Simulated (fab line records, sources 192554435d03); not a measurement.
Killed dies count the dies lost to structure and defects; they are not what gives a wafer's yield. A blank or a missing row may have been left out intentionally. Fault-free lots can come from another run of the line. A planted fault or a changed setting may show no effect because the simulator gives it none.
fab line records | flow n5Finfet | part 1 of 2: steps 1 to 7 of 8
[record] lots = 7 | wafers = 21 | lastDay = 21
route steps=1938 shown BEOL_M4@1111 BEOL_M9@1439 BEOL_M15@1830 PASSIVATION@1936
lots untouched by any fault: they come from a run of this same line in which no faults occurred
startH: start of the lot's first displayed wafer, in hours after the record's first day | waitH: how many hours have passed since the lot's step before this one | " repeats the value in the row above | L1.1+2: one row covering several wafers at once | - no value, or no start given | * or withheld: withheld | < > ~ a bound
route shown NAME@n: names a module that has steps shown in the file, with the first one's number in the route | usual: mean/standard deviation of fault-free wafers | same: alike in all rows | chamber/n: place in a boat | sites: each site's reading | _std_site: their standard deviation | _edge_site: outer sites' mean less inner sites' | radiusMm: how far each site lies from the wafer's centre | mask NAME#n: copy n | behind: the tool/chamber that last shaped the wafer | hold: the reason the lot was held/the length of the hold in hours/how it ended | device: the n, p or np transistor that did not switch | end of line: the tests these same wafers got at the end of their route | a step given without rows: its recipe and nothing more | killed: not the wafer's yield, but the dies lost to structure and defects at the first sort | map: the dies of a wafer, with x for killed, . for not killed, _ for no die there
set.NAME: the setting that was run; set.NAME@STEP: the one run at that earlier step | model.NAME: the simulator's own value behind a step, which no gauge read
the route's steps for a sample of lots (tables are steps, rows are wafers)
services: from which hour (startH, from the record's first day; less than 0 if before it) a tool's chamber was out of use, for how many hours, and why
[[steps]]
[step N5_BEOL_M4_RC_MEAS_101]
[usual] DIBL_N = 37.7/2 | DIBL_P = 37.7/2.3 | IOFF_N = 0.18/0.039 | IOFF_P = 0.23/0.042 | ION_N = 681/12 | ION_P = 463/8 | SS_N = 71.9/0.68 | SS_P = 73.6/0.71 | VT_N = 248/3.2 | VT_P = -249/3.1
lot.wafer | tool      | chamber | startH | waitH | DIBL_N[mV/V] | DIBL_P[mV/V] | IOFF_N[nA/um] | IOFF_P[nA/um] | ION_N[uA/um] | ION_P[uA/um] | SS_N[mV/dec] | SS_P[mV/dec] | VT_N[mV] | VT_P[mV]
L842.2    | prober-02 | 0       | 265.07 | 0.2   | 42.7         | 41.4         | 0.26          | 0.31          | 704          | 480          | 73.3         | 74.6         | 244      | -245
L842.5    | "         | 0       | "      | "     | 36.7         | 34.8         | 0.13          | 0.18          | 672          | 465          | 71.3         | 72.9         | 254      | -254
L842.6    | "         | 0       | "      | "     | 42.0         | 40.6         | 0.25          | 0.30          | 707          | 482          | 72.9         | 74.4         | 245      | -247
L845.2    | prober-02 | 0       | 281.51 | 0.2   | 36.9         | 37.8         | 0.16          | 0.22          | 654          | 455          | 71.3         | 74.1         | 252      | -251
L845.3    | "         | 0       | "      | "     | 40.1         | 40.5         | 0.25          | 0.27          | 685          | 462          | 73.1         | 74.9         | 244      | -249
L845.4    | "         | 0       | "      | "     | 35.0         | 34.6         | 0.14          | 0.18          | 679          | 455          | 71.2         | 73.2         | 250      | -253
L847.1    | prober-01 | 0       | 298.57 | 0.0   | 40.2         | 40.8         | 0.22          | 0.27          | 673          | 456          | 72.8         | 74.5         | 246      | -248
L847.2    | "         | 0       | "      | "     | 39.1         | 39.3         | 0.21          | 0.24          | 687          | 465          | 72.5         | 73.8         | 247      | -248
L847.6    | "         | 0       | "      | "     | 38.9         | 38.2         | 0.19          | 0.22          | 662          | 449          | 71.9         | 73.5         | 251      | -251
L846.2    | prober-01 | 0       | 305.45 | 0.2   | 38.0         | 39.8         | 0.20          | 0.25          | 684          | 466          | 72.1         | 75.0         | 244      | -250
L846.4    | "         | 0       | "      | "     | 36.3         | 37.5         | 0.16          | 0.21          | 684          | 469          | 72.1         | 73.8         | 252      | -249
L846.5    | "         | 0       | "      | "     | 39.2         | 41.1         | 0.23          | 0.26          | 700          | 471          | 72.5         | 75.4         | 245      | -248
L848.1    | prober-02 | 0       | 306.99 | 0.0   | 38.7         | 39.1         | 0.19          | 0.25          | 679          | 459          | 72.9         | 74.1         | 248      | -251
L848.3    | "         | 0       | "      | "     | 36.7         | 36.1         | 0.15          | 0.18          | 680          | 458          | 72.5         | 73.9         | 250      | -256
L848.6    | "         | 0       | "      | "     | 37.4         | 39.1         | 0.18          | 0.25          | 695          | 471          | 72.8         | 74.3         | 251      | -250
L860.1    | prober-01 | 0       | 385.68 | 0.0   | 38.0         | 40.6         | 0.18          | 0.23          | 686          | 471          | 72.0         | 73.7         | 247      | -252
L860.3    | "         | 0       | "      | "     | 33.6         | 34.2         | 0.11          | 0.14          | 645          | 444          | 71.2         | 71.8         | 256      | -253
L860.4    | "         | 0       | "      | "     | 35.8         | 36.5         | 0.15          | 0.17          | 675          | 454          | 71.7         | 73.3         | 251      | -256
L861.1    | prober-02 | 0       | 385.87 | 0.0   | 38.5         | 36.9         | 0.20          | 0.21          | 681          | 464          | 72.8         | 73.6         | 247      | -249
L861.3    | "         | 0       | "      | "     | 35.3         | 35.0         | 0.15          | 0.19          | 682          | 464          | 71.3         | 73.6         | 248      | -249
L861.6    | "         | 0       | "      | "     | 36.5         | 36.6         | 0.15          | 0.20          | 671          | 457          | 71.7         | 73.2         | 251      | -249
[step N5_BEOL_M9_ETCH_65]
[recipe] chemistry = CF4 | target = SiARC | targetDepthA = 156 | maskMaterial = CAR-EUV | timeS = 26 | ionEnergyEv = 80 | pressureMtorr = 40 | sourceW = 545 | biasW = 36 | Ar_flow_sccm = 100 | cf4FlowSccm = 100 | ends = cleared
[usual] drypumpMotorCurrentA = 5.6/0.38 | etchRfOnTimeS = 25.9/0.72 | oesProductAu = 0.67/0.075 | rfVppV = 184.2/1.2 | showerheadPlenumPTorr = 2.16/0.08 | throttleValvePct = 15.7/0.32
lot.wafer | tool       | chamber | startH | waitH | drypumpMotorCurrentA | etchRfOnTimeS | oesProductAu | rfHoursCounterH | rfVppV | showerheadPlenumPTorr | throttleValvePct
L842.2    | rieDiel-02 | 0       | 314.17 | 0.0   | 5.8                  | 24.9          | 0.69         | 112             | 183.2  | 2.09                  | 15.8
L842.5    | "          | 3       | "      | "     | 5.4                  | 26.1          | 0.69         | -               | 185.3  | 2.26                  | 15.4
L842.6    | "          | 0       | "      | "     | 5.8                  | 25.0          | 0.68         | -               | 185.2  | 2.09                  | 15.8
L845.2    | rieDiel-06 | 0       | 330.06 | 0.0   | 5.7                  | 25.8          | 0.75         | 50              | 184.0  | 2.11                  | 15.3
L845.3    | "          | 3       | "      | "     | 5.4                  | 25.6          | 0.77         | 37              | 185.7  | 2.28                  | 15.8
L845.4    | "          | 1       | "      | "     | 5.6                  | 26.0          | 0.64         | 179             | 182.4  | 2.06                  | 16.1
L847.1    | rieDiel-02 | 2       | 339.19 | 0.0   | 5.8                  | 27.0          | 0.57         | 233             | 182.2  | 2.04                  | 16.1
L847.2    | "          | 1       | "      | "     | 4.8                  | 25.0          | 0.64         | 195             | 184.3  | 2.15                  | 16.0
L847.6    | "          | 3       | "      | "     | 5.4                  | 25.9          | 0.69         | -               | 186.0  | 2.25                  | 15.4
L846.2    | rieDiel-03 | 0       | 348.65 | 0.0   | 5.2                  | 24.4          | 0.74         | 41              | 184.8  | 2.10                  | 15.6
L846.4    | "          | 3       | "      | "     | 6.4                  | 27.0          | 0.60         | 182             | 184.5  | 2.16                  | 15.8
L846.5    | "          | 3       | "      | "     | 6.5                  | 27.1          | 0.61         | -               | 184.1  | 2.16                  | 15.8
L848.1    | rieDiel-06 | 0       | 352.98 | 0.0   | 5.7                  | 25.5          | 0.75         | 60              | 185.3  | 2.10                  | 15.3
L848.3    | "          | 2       | "      | "     | 5.8                  | 26.4          | 0.59         | 219             | 185.9  | 2.21                  | 15.4
L848.6    | "          | 1       | "      | "     | 5.6                  | 26.3          | 0.62         | -               | 183.0  | 2.06                  | 16.1
L860.1    | rieDiel-02 | 3       | 426.88 | 0.0   | 5.4                  | 25.9          | 0.65         | 121             | 185.8  | 2.24                  | 15.4
L860.3    | "          | 1       | "      | "     | 4.8                  | 25.7          | 0.62         | 220             | 184.2  | 2.14                  | 16.0
L860.4    | "          | 0       | "      | "     | 5.8                  | 25.5          | 0.64         | 154             | 182.0  | 2.08                  | 15.9
L861.1    | rieDiel-03 | 0       | 431.66 | 0.0   | 5.2                  | 24.4          | 0.72         | 68              | 182.1  | 2.09                  | 15.7
L861.3    | "          | 2       | "      | "     | 6.0                  | 25.9          | 0.78         | 14              | 186.0  | 2.26                  | 14.9
L861.6    | "          | 0       | "      | "     | 5.2                  | 24.1          | 0.73         | -               | 184.3  | 2.09                  | 15.7
[step N5_BEOL_M9_CURE_72]
[recipe] tempC = 370 | timeS = 120 | ambient = DMADMS/He | material = SiCOH_lowk
[usual] lampPowerPct = 52.32/0.053 | wafer_temp_C_max = 371.5/0.52
[same] timeS = 120
lot.wafer | tool      | chamber | startH | waitH | lampPowerPct | wafer_temp_C_max
L842.2    | uvCure-02 | 1       | 314.81 | 0.1   | 52.32        | 371.3
L842.5    | "         | 1       | "      | "     | 52.38        | 371.4
L842.6    | "         | 1       | "      | "     | 52.32        | 371.0
L845.2    | uvCure-02 | 1       | 330.91 | 0.3   | 52.29        | 371.2
L845.3    | "         | 1       | "      | "     | 52.39        | 371.8
L845.4    | "         | 1       | "      | "     | 52.32        | 371.7
L847.1    | uvCure-02 | 0       | 339.81 | 0.0   | 52.31        | 372.2
L847.2    | "         | 0       | "      | "     | 52.46        | 372.1
L847.6    | "         | 0       | "      | "     | 52.35        | 371.9
L846.2    | uvCure-01 | 0       | 349.31 | 0.1   | 52.36        | 371.0
L846.4    | "         | 0       | "      | "     | 52.31        | 371.1
L846.5    | "         | 0       | "      | "     | 52.37        | 371.6
L848.1    | uvCure-01 | 0       | 353.57 | 0.0   | 52.31        | 371.4
L848.3    | "         | 0       | "      | "     | 52.32        | 371.4
L848.6    | "         | 0       | "      | "     | 52.29        | 372.0
L860.1    | uvCure-01 | 2       | 427.48 | 0.0   | 52.26        | 371.2
L860.3    | "         | 2       | "      | "     | 52.39        | 371.2
L860.4    | "         | 2       | "      | "     | 52.28        | 371.2
L861.1    | uvCure-02 | 0       | 432.35 | 0.1   | 52.24        | 371.0
L861.3    | "         | 0       | "      | "     | 52.27        | 372.0
L861.6    | "         | 0       | "      | "     | 52.39        | 371.2
[step N5_BEOL_M9_PRE_CLEAN_45]
[recipe] gas = H2/He | timeS = 30 | tempC = 250
[usual] heaterPowerW = 331/46 | susceptorTempC = 250.02/0.18
[same] timeS = 30
lot.wafer | tool          | chamber | startH | waitH | heaterPowerW | susceptorTempC
L842.2    | pvdSputter-03 | -       | 316.06 | 0.0   | 308          | 250.19
L842.5    | "             | -       | "      | "     | 307          | 250.06
L842.6    | "             | -       | "      | "     | 349          | 250.19
L845.2    | pvdSputter-02 | -       | 331.25 | 0.0   | 311          | 250.01
L845.3    | "             | -       | "      | "     | 406          | 249.95
L845.4    | "             | -       | "      | "     | 312          | 249.79
L847.1    | pvdSputter-01 | -       | 341.90 | 0.0   | 309          | 249.89
L847.2    | "             | -       | "      | "     | 414          | 250.37
L847.6    | "             | -       | "      | "     | 396          | 250.12
L846.2    | pvdSputter-01 | -       | 350.26 | 0.0   | 413          | 249.73
L846.4    | "             | -       | "      | "     | 274          | 250.21
L846.5    | "             | -       | "      | "     | 305          | 250.15
L848.1    | pvdSputter-03 | -       | 354.04 | 0.0   | 314          | 250.03
L848.3    | "             | -       | "      | "     | 352          | 249.82
L848.6    | "             | -       | "      | "     | 312          | 250.14
L860.1    | pvdSputter-02 | -       | 428.41 | 0.0   | 315          | 249.87
L860.3    | "             | -       | "      | "     | 271          | 250.29
L860.4    | "             | -       | "      | "     | 318          | 250.26
L861.1    | pvdSputter-03 | -       | 433.98 | 0.0   | 318          | 249.77
L861.3    | "             | -       | "      | "     | 351          | 250.08
L861.6    | "             | -       | "      | "     | 405          | 250.35
[step N5_BEOL_M9_ANNEAL_51]
[recipe] tempC = 225 | timeS = 90 | ambient = N2
[usual] annealTempC = 224.99/0.16 | annealTempCMax = 226.0/0.33 | timeS = 90/0 | wafer_temp_C_max = 225.85/0.23
lot.wafer | tool         | chamber | startH | waitH | annealTempC | annealTempCMax | timeS | wafer_temp_C_max
L842.2    | rtpAnneal-02 | 0       | 317.05 | 0.3   | 225.09      | 225.6          | 90    | 225.65
L842.5    | "            | 0       | "      | "     | 224.90      | 225.7          | 90    | 225.65
L842.6    | "            | 0       | "      | "     | 224.82      | 225.5          | 90    | 225.92
L845.2    | rtpAnneal-01 | -       | 332.48 | 0.2   | -           | -              | -     | -
L845.3    | "            | -       | "      | "     | -           | -              | -     | -
L845.4    | "            | -       | "      | "     | -           | -              | -     | -
L847.1    | rtpAnneal-02 | -       | 343.01 | 0.1   | -           | -              | -     | -
L847.2    | "            | -       | "      | "     | -           | -              | -     | -
L847.6    | "            | -       | "      | "     | -           | -              | -     | -
L846.2    | rtpAnneal-02 | -       | 351.53 | 0.5   | -           | -              | -     | -
L846.4    | "            | -       | "      | "     | -           | -              | -     | -
L846.5    | "            | -       | "      | "     | -           | -              | -     | -
L848.1    | rtpAnneal-02 | 0       | 357.19 | 0.3   | 225.08      | 225.6          | 90    | 225.63
L848.3    | "            | 0       | "      | "     | 225.10      | 225.6          | 90    | 225.62
L848.6    | "            | 0       | "      | "     | 224.96      | 225.6          | 90    | 225.62
L860.1    | rtpAnneal-01 | 0       | 429.86 | 0.7   | 224.94      | 226.1          | 90    | 225.63
L860.3    | "            | 0       | "      | "     | 225.26      | 226.3          | 90    | 226.08
L860.4    | "            | 0       | "      | "     | 225.02      | 226.1          | 90    | 226.04
L861.1    | rtpAnneal-01 | 0       | 434.91 | 0.1   | 224.64      | 225.7          | 90    | 225.76
L861.3    | "            | 0       | "      | "     | 224.81      | 226.0          | 90    | 226.23
L861.6    | "            | 0       | "      | "     | 224.50      | 225.6          | 90    | 225.84
[step N5_BEOL_M9_CMP_52]
[recipe] stopOn = SiCOH_lowk | tOverpolishS = 7 | downForcePsi = 1 | platenRpm = 50 | clearingPlatenDownForcePsi = 1.5 | clearingPlatenRpm = 50 | postCmpClean = cuAlkaline | targetThkNm = 140 | clearingPlatenPadVelocityMS = 0.99484 | padVelocityMS = 0.99484
[usual] barrierFieldEndpointS = 28.6/0.81 | clearingPlatenDownForcePsi = 1.500/0.0031 | headPressurePsi = 1.0001/0.0023 | motorCurrentA = 5.7/0.67 | overpolishRunS = 7.001/0.0088 | timeToEndpointS = 64/4
lot.wafer | tool   | chamber | startH | waitH | barrierFieldEndpointS | clearingPlatenDownForcePsi | headPressurePsi | motorCurrentA | overpolishRunS | timeToEndpointS
L842.2    | cmp-03 | 1       | 317.31 | 0.2   | 28.9                  | 1.505                      | 0.9988          | 6.1           | 7.017          | 66
L842.5    | "      | 1       | "      | "     | 29.2                  | 1.501                      | 1.0002          | 6.2           | 7.009          | 67
L842.6    | "      | 2       | "      | "     | 28.3                  | 1.499                      | 1.0031          | 5.9           | 6.980          | 62
L845.4    | cmp-01 | 0       | 332.73 | 0.1   | 35.6                  | 1.500                      | 1.0001          | 6.6           | 6.992          | 85
L845.2    | "      | 1       | "      | "     | 34.7                  | 1.500                      | 1.0000          | 6.6           | 6.995          | 86
L845.3    | "      | 3       | "      | "     | 34.5                  | 1.495                      | 0.9984          | 5.1           | 6.995          | 87
L847.2    | cmp-02 | 0       | 343.39 | 0.3   | 35.5                  | 1.498                      | 0.9989          | 5.3           | 6.996          | 85
L847.1    | "      | 1       | "      | "     | 32.8                  | 1.499                      | 0.9978          | 5.2           | 7.003          | 86
L847.6    | "      | 3       | "      | "     | 34.8                  | 1.504                      | 1.0016          | 5.8           | 7.009          | 86
L846.2    | cmp-02 | 1       | 351.78 | 0.2   | 32.7                  | 1.499                      | 1.0002          | 5.1           | 7.011          | 86
L846.4    | "      | 3       | "      | "     | 34.6                  | 1.500                      | 1.0027          | 5.9           | 6.991          | 86
L846.5    | "      | 2       | "      | "     | 34.8                  | 1.500                      | 0.9992          | 4.7           | 7.003          | 85
L848.3    | cmp-02 | 3       | 357.49 | 0.2   | 28.5                  | 1.499                      | 0.9939          | 5.8           | 7.008          | 64
L848.1    | "      | 2       | "      | "     | 27.9                  | 1.502                      | 1.0025          | 4.7           | 6.996          | 60
L848.6    | "      | 0       | "      | "     | 29.2                  | 1.501                      | 1.0031          | 5.4           | 6.993          | 66
L860.1    | cmp-03 | 3       | 430.16 | 0.3   | 26.9                  | 1.502                      | 0.9993          | 6.6           | 6.999          | 62
L860.4    | "      | 0       | "      | "     | 28.5                  | 1.504                      | 1.0021          | 6.3           | 7.007          | 64
L860.3    | "      | 1       | "      | "     | 29.1                  | 1.496                      | 1.0038          | 5.8           | 6.996          | 68
L861.3    | cmp-02 | 0       | 435.20 | 0.2   | 28.8                  | 1.498                      | 1.0031          | 5.6           | 6.988          | 69
L861.1    | "      | 1       | "      | "     | 27.8                  | 1.506                      | 0.9994          | 5.3           | 7.009          | 63
L861.6    | "      | 1       | "      | "     | 27.8                  | 1.502                      | 0.9963          | 5.1           | 7.004          | 61
[step N5_BEOL_M15_RC_MEAS_101]
[usual] COMB_M10 = 1.5e-11/3.1e-12 | COMB_M11 = 1.42e-11/2.6e-12 | COMB_M12 = 6.6e-12/1.5e-12 | COMB_M13 = 5e-12/1.3e-12 | COMB_M14 = 3.6e-12/6.7e-13 | COMB_M15 = 2.5e-12/6.2e-13 | COMB_M5 = 3.6e-11/7e-12 | COMB_M6 = 2.5e-11/4.8e-12 | COMB_M7 = 2.6e-11/5.1e-12 | COMB_M8 = 2.6e-11/5.6e-12 | COMB_M9 = 1.42e-11/2.8e-12 | COMB_M9_max_site = 2.1e-11/4.7e-12 | SERP_M10 = 3.09/0.12 | SERP_M11 = 3.08/0.1 | SERP_M11_max_site = 3.16/0.11 | SERP_M12 = 0.643/0.024 | SERP_M13 = 0.313/0.0086 | SERP_M14 = 0.161/0.0059 | SERP_M5 = 38.8/2 | SERP_M6 = 13.9/0.81 | SERP_M7 = 13.7/0.69 | SERP_M8 = 14.1/0.76 | SERP_M9 = 3.10/0.11
lot.wafer | tool      | chamber | startH | waitH | COMB_M10[S/m] | COMB_M11[S/m] | COMB_M12[S/m] | COMB_M13[S/m] | COMB_M14[S/m] | COMB_M15[S/m] | COMB_M5[S/m] | COMB_M6[S/m] | COMB_M7[S/m] | COMB_M8[S/m] | COMB_M9[S/m] | COMB_M9_max_site[S/m] | SERP_M10[ohm/um] | SERP_M11[ohm/um] | SERP_M11_max_site[ohm/um] | SERP_M12[ohm/um] | SERP_M13[ohm/um] | SERP_M14[ohm/um] | SERP_M5[ohm/um] | SERP_M6[ohm/um] | SERP_M7[ohm/um] | SERP_M8[ohm/um] | SERP_M9[ohm/um]
L842.2    | prober-02 | 0       | 360.79 | 0.2   | 1.8e-11       | 1.47e-11      | 1.17e-11      | 6.6e-12       | 4.4e-12       | 2.9e-12       | 4.1e-11      | 2.1e-11      | 3.2e-11      | 2.2e-11      | 1.12e-11     | 2e-11                 | 2.96             | 3.04             | 3.20                      | 0.657            | 0.304            | 0.175            | 38.0            | 12.7            | 13.8            | 13.7            | 2.91
L842.5    | "         | 0       | "      | "     | 1.4e-11       | 1.31e-11      | 7.3e-12       | 5.9e-12       | 5.2e-12       | 2.6e-12       | 4.8e-11      | 2.6e-11      | 2.6e-11      | 1.6e-11      | 1.44e-11     | 1.6e-11               | 2.88             | 3.05             | 3.13                      | 0.678            | 0.306            | 0.162            | 36.8            | 13.2            | 14.3            | 15.1            | 3.13
L842.6    | "         | 0       | "      | "     | 1.5e-11       | 1.11e-11      | 8.9e-12       | 3.8e-12       | 3.1e-12       | 2.1e-12       | 5e-11        | 1.9e-11      | 3.5e-11      | 2.2e-11      | 1.41e-11     | 2.7e-11               | 2.87             | 3.06             | 3.11                      | 0.619            | 0.306            | 0.157            | 38.3            | 12.9            | 13.0            | 14.7            | 2.95
L845.2    | prober-01 | 0       | 390.48 | 0.2   | 1.4e-11       | 1.16e-11      | 4.3e-12       | 4.8e-12       | 3.8e-12       | 2.2e-12       | 3.2e-11      | 2.8e-11      | 2.5e-11      | 2.1e-11      | 1.95e-11     | ~0.0014286            | 2.90             | 3.09             | 3.23                      | 0.627            | 0.306            | 0.173            | 39.7            | 14.8            | 14.6            | 13.0            | 2.85
L845.3    | "         | 0       | "      | "     | 1.6e-11       | 8.2e-12       | 5.3e-12       | 4.8e-12       | 3.7e-12       | 2.3e-12       | 3.4e-11      | 3.5e-11      | 2.3e-11      | 2.7e-11      | 1.53e-11     | 2.4e-11               | 3.10             | 2.90             | 3.03                      | 0.689            | 0.305            | 0.163            | 35.8            | 15.5            | 15.0            | 14.3            | 3.00
L845.4    | "         | 0       | "      | "     | 1.5e-11       | 1.05e-11      | 5e-12         | 3.4e-12       | 3.5e-12       | 2.2e-12       | 4.1e-11      | 2.1e-11      | 2.4e-11      | 2.9e-11      | 2.16e-11     | ~0.0014286            | 3.07             | 3.15             | 3.23                      | 0.678            | 0.311            | 0.166            | 33.9            | 14.4            | 13.5            | 14.7            | 2.94
L847.1    | prober-02 | 0       | 392.31 | 0.0   | 1.8e-11       | 1.32e-11      | 5.8e-12       | 3.2e-12       | 3.4e-12       | 1.9e-12       | 4e-11        | 2.4e-11      | 1.8e-11      | 2.9e-11      | ~0.0014286   | ~0.0014286            | 3.14             | 3.17             | 3.21                      | 0.649            | 0.315            | 0.168            | 39.8            | 14.3            | 13.6            | 13.4            | 3.15
L847.2    | "         | 0       | "      | "     | 1.3e-11       | 1.53e-11      | 8.8e-12       | 5.2e-12       | 4.1e-12       | 2.3e-12       | 3.2e-11      | 1.8e-11      | 2.2e-11      | 3.4e-11      | 8.9e-12      | ~0.0014286            | 3.14             | 2.98             | 3.04                      | 0.602            | 0.303            | 0.161            | 39.2            | 14.8            | 14.0            | 14.5            | 3.11
L847.6    | "         | 0       | "      | "     | 1.8e-11       | 8.4e-12       | 6e-12         | 4.2e-12       | 3.7e-12       | 3.4e-12       | 4.3e-11      | 2.8e-11      | 2.9e-11      | 2.9e-11      | 1.1e-11      | ~0.0014286            | 3.13             | 3.14             | 3.21                      | 0.634            | 0.302            | 0.154            | 41.5            | 13.9            | 13.5            | 13.2            | 3.20
L848.1    | prober-01 | 0       | 400.15 | 0.0   | 1.6e-11       | 2.21e-11      | 5.6e-12       | 6.4e-12       | 3.3e-12       | 1.9e-12       | 3.6e-11      | 2.9e-11      | 2.6e-11      | 2.8e-11      | 1.32e-11     | 2.3e-11               | 3.09             | 2.94             | 3.05                      | 0.645            | 0.310            | 0.165            | 36.5            | 14.0            | 12.4            | 14.1            | 3.12
L848.3    | "         | 0       | "      | "     | 1.6e-11       | 1.98e-11      | 6.3e-12       | 6.7e-12       | 3.5e-12       | 2.4e-12       | 3e-11        | 2.3e-11      | 1.9e-11      | 2.3e-11      | 1.99e-11     | 2.6e-11               | 3.35             | 3.24             | 3.35                      | 0.655            | 0.319            | 0.159            | 39.6            | 14.8            | 14.1            | 14.1            | 3.28
L848.6    | "         | 0       | "      | "     | 1.7e-11       | 1.85e-11      | 8.6e-12       | 5.4e-12       | 4.6e-12       | 1.5e-12       | 3.2e-11      | 2.4e-11      | 1.9e-11      | 2.1e-11      | 1.66e-11     | 2e-11                 | 3.07             | 3.06             | 3.26                      | 0.610            | 0.315            | 0.158            | 38.9            | 13.9            | 13.8            | 14.5            | 3.23
L846.2    | prober-02 | 0       | 400.20 | 0.2   | 1.5e-11       | 1.47e-11      | 7.7e-12       | 4.4e-12       | 4e-12         | 2.4e-12       | 2.8e-11      | 3e-11        | 2.6e-11      | 1.7e-11      | 1.55e-11     | 2.2e-11               | 3.16             | 3.27             | 3.38                      | 0.715            | 0.307            | 0.160            | 39.7            | 13.4            | 15.0            | 14.1            | 2.93
L846.4    | "         | 0       | "      | "     | 1.5e-11       | 1.59e-11      | 8e-12         | 3.7e-12       | 4e-12         | 3.2e-12       | 3e-11        | 2.5e-11      | 2.4e-11      | 1.8e-11      | 1.33e-11     | ~0.0014286            | 3.11             | 3.08             | 3.18                      | 0.668            | 0.305            | 0.155            | 37.7            | 14.6            | 13.1            | 13.7            | 3.12
L846.5    | "         | 0       | "      | "     | 1.1e-11       | 1.87e-11      | 6.8e-12       | 4.3e-12       | 3.6e-12       | 3.3e-12       | 3.1e-11      | 2.2e-11      | 3.3e-11      | 2.6e-11      | ~0.0014286   | ~0.0014286            | 3.25             | 3.03             | 3.09                      | 0.625            | 0.297            | 0.167            | 37.2            | 13.9            | 13.5            | 14.0            | 3.16
L860.1    | prober-02 | 0       | 467.95 | 0.0   | 1.9e-11       | 1.67e-11      | 6e-12         | 3.2e-12       | 3.9e-12       | 3.5e-12       | 4.1e-11      | 3e-11        | 2.4e-11      | 3e-11        | 1.34e-11     | 1.8e-11               | 3.14             | 3.11             | 3.20                      | 0.627            | 0.313            | 0.157            | 39.3            | 12.7            | 12.2            | 14.2            | 3.12
L860.3    | "         | 0       | "      | "     | 1.5e-11       | 1.7e-11       | 5.5e-12       | 4.8e-12       | 4.6e-12       | 3.9e-12       | 3.6e-11      | 2e-11        | 2.7e-11      | 3.3e-11      | 1.21e-11     | 2e-11                 | 3.23             | 3.01             | 3.09                      | 0.641            | 0.307            | 0.153            | 39.0            | 13.4            | 13.0            | 12.5            | 3.08
L860.4    | "         | 0       | "      | "     | 1.6e-11       | 2.04e-11      | 5.8e-12       | 6.2e-12       | 3.5e-12       | 2.3e-12       | 3.8e-11      | 2.4e-11      | 2.6e-11      | 2.2e-11      | 1.48e-11     | 2.5e-11               | 3.13             | 3.16             | 3.22                      | 0.624            | 0.320            | 0.164            | 38.5            | 14.3            | 13.1            | 15.2            | 3.12
L861.1    | prober-01 | 0       | 483.54 | 0.0   | 1e-11         | 1.45e-11      | 5.6e-12       | 8.3e-12       | 2.4e-12       | 1.9e-12       | 2.8e-11      | 2.6e-11      | 2.7e-11      | 2.8e-11      | 9.2e-12      | 1.3e-11               | 3.16             | 3.16             | 3.29                      | 0.626            | 0.322            | 0.167            | 40.1            | 12.9            | 13.2            | 13.2            | 2.96
L861.3    | "         | 0       | "      | "     | 1.2e-11       | 2.03e-11      | 5.9e-12       | 5e-12         | 3.5e-12       | 1.6e-12       | 2.7e-11      | 3.1e-11      | 2.4e-11      | 2.8e-11      | 9.7e-12      | 1.3e-11               | 3.15             | 3.28             | 3.31                      | 0.617            | 0.309            | 0.167            | 39.8            | 14.0            | 13.5            | 13.1            | 3.02
L861.6    | "         | 0       | "      | "     | 1.2e-11       | 1.39e-11      | 6.4e-12       | 4.7e-12       | 2.2e-12       | 1.4e-12       | 3.2e-11      | 3.1e-11      | 3.1e-11      | 3.7e-11      | 1.08e-11     | 1.7e-11               | 2.89             | 3.15             | 3.19                      | 0.640            | 0.310            | 0.167            | 38.6            | 13.6            | 12.9            | 13.6            | 3.02
// sites COMB_M9 radiusMm=0,75,75,75,75,140,140,140,140
L842.2 1.19e-11 1.12e-11 1.12e-11 1.12e-11 1.11e-11 1.08e-11 1.11e-11 1.48e-11 1.95e-11
L848.1 2.26e-11 1.35e-11 1.08e-11 2.18e-11 1.32e-11 1.05e-11 1.2e-11 1.68e-11 1.06e-11
L846.2 1.22e-11 1.62e-11 1.55e-11 1.91e-11 1.64e-11 8.6e-12 2.23e-11 9.2e-12 1.07e-11
L860.1 1.12e-11 1.79e-11 1.6e-11 1.02e-11 1.57e-11 1.43e-11 1.04e-11 1.16e-11 1.34e-11
L861.1 8.1e-12 1.14e-11 6.5e-12 1.27e-11 1.16e-11 9.2e-12 6.4e-12 1.08e-11 6.8e-12
[[key]]
[firstSign] step = N5_BEOL_M9_ANNEAL_51 | reading = toolRecord | direction = missing
[effect] step = N5_BEOL_M9_CMP_52 | reading = barrierFieldEndpointS | direction = up | sigmas = 7.2 | usual = 28.6 | struck = 34.4
[effect] step = N5_BEOL_M15_RC_MEAS_101 | reading = COMB_M9 | direction = up | sigmas = 99+ | usual = 1.42e-11 | struck = ~0.00031746 | wafersMoved = 3
[effect] step = N5_PASSIVATION_PROBE_49 | reading = killed_at_M4_up | direction = up | sigmas = 49 | usual = 15 | struck = 272 | wafersMoved = 7
[moreKillsBornAt] N5_BEOL_M9_CMP_52@cmp-02 = 1555 | N5_BEOL_M9_CMP_52@cmp-01 = 768
metAt N5_BEOL_M9_ANNEAL_51
struckLots L845,L846,L847
notActingAt N5_BEOL_M9_ETCH_65,N5_BEOL_M9_CURE_72,N5_BEOL_M9_PRE_CLEAN_45
onsetBetween 317.05 332.48
[fault] kind = skippedStepWhole | tool = rtpAnneal-01,rtpAnneal-02 | chamber = - | onsetH = 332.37 | steps = N5_BEOL_M9_ANNEAL_51 | scope = struckLotsOnly
